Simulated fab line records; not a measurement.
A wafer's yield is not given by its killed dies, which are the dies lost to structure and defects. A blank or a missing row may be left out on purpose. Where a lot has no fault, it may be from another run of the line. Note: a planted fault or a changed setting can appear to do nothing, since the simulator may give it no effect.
Matching of chambers :: flow n5Finfet :: N5_BEOL_M7_ALD_77 on aldMetal-01: 4 sister chambers
The step deposits TaN, target thk 2 nm, pulse time 2 s, purge time 3 s. 14 wafers are shown with their chamber, then 7 later ones without.

WAFERS, EACH WITH ITS CHAMBER
wafer: L076.2
chamber: 1
heaterPowerW (W): 346
precursorVesselPressureTorr (Torr): 26.27

wafer: L076.3
chamber: 0
heaterPowerW (W): 435
precursorVesselPressureTorr (Torr): 26.12

wafer: L076.6
chamber: 2
heaterPowerW (W): 337
precursorVesselPressureTorr (Torr): 26.26

wafer: L082.2
chamber: 3
heaterPowerW (W): 369
precursorVesselPressureTorr (Torr): 26.27

wafer: L082.3
chamber: 0
heaterPowerW (W): 426
precursorVesselPressureTorr (Torr): 26.25

wafer: L082.6
chamber: 0
heaterPowerW (W): 418
precursorVesselPressureTorr (Torr): 26.26

wafer: L084.1
chamber: 3
heaterPowerW (W): 384
precursorVesselPressureTorr (Torr): 26.22

wafer: L084.2
chamber: 2
heaterPowerW (W): 346
precursorVesselPressureTorr (Torr): 26.12

wafer: L084.5
chamber: 1
heaterPowerW (W): 346
precursorVesselPressureTorr (Torr): 26.24

wafer: L089.2
chamber: 3
heaterPowerW (W): 384
precursorVesselPressureTorr (Torr): 26.31

wafer: L089.4
chamber: 1
heaterPowerW (W): 342
precursorVesselPressureTorr (Torr): 26.27

wafer: L089.6
chamber: 2
heaterPowerW (W): 336
precursorVesselPressureTorr (Torr): 26.22

wafer: L092.1
chamber: 2
heaterPowerW (W): 349
precursorVesselPressureTorr (Torr): 26.25

wafer: L092.2
chamber: 0
heaterPowerW (W): 430
precursorVesselPressureTorr (Torr): 26.20

SIGNATURES, as means of the wafers listed above
reading: heaterPowerW
chamber 0: 427.25
chamber 1: 344.67
chamber 2: 342.00
chamber 3: 379.00
scatter within a chamber: 6.64

reading: precursorVesselPressureTorr
chamber 0: 26.2075
chamber 1: 26.2600
chamber 2: 26.2125
chamber 3: 26.2667
scatter within a chamber: 0.0541
Rule: a wafer's distance from a chamber is the root of the sum, over the readings, of the square of ((its reading less the chamber's mean) divided by the reading's scatter). If the next closest chamber is less than 2 further off than the closest, the wafer can't be placed; otherwise it belongs to the closest. The scatter: the root of (the sum of the squares of (reading less its chamber's mean) over the shown wafers, divided by (wafers less chambers)).

WAFERS WITHOUT THEIR CHAMBER
wafer: L092.4
heaterPowerW (W): 373
precursorVesselPressureTorr (Torr): 26.30

wafer: L093.1
heaterPowerW (W): 326
precursorVesselPressureTorr (Torr): 26.21

wafer: L093.3
heaterPowerW (W): 428
precursorVesselPressureTorr (Torr): 26.21

wafer: L093.4
heaterPowerW (W): 428
precursorVesselPressureTorr (Torr): 26.23

wafer: L097.1
heaterPowerW (W): 346
precursorVesselPressureTorr (Torr): 26.24

wafer: L097.4
heaterPowerW (W): 337
precursorVesselPressureTorr (Torr): 26.20

wafer: L097.6
heaterPowerW (W): 346
precursorVesselPressureTorr (Torr): 26.25

WHICH CHAMBER EACH WENT THROUGH
wafer: L092.4
from the rows above: 3
in truth: 3

wafer: L093.1
from the rows above: can't be placed: 2 or 1
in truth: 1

wafer: L093.3
from the rows above: 0
in truth: 0

wafer: L093.4
from the rows above: 0
in truth: 0

wafer: L097.1
from the rows above: can't be placed: 1 or 2
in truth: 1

wafer: L097.4
from the rows above: can't be placed: 2 or 1
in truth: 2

wafer: L097.6
from the rows above: can't be placed: 1 or 2
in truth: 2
3 of 7 placed correctly. Unplaceable from these rows: 4, with the true chamber sitting among the candidates in 4. Number placed wrongly: 0.
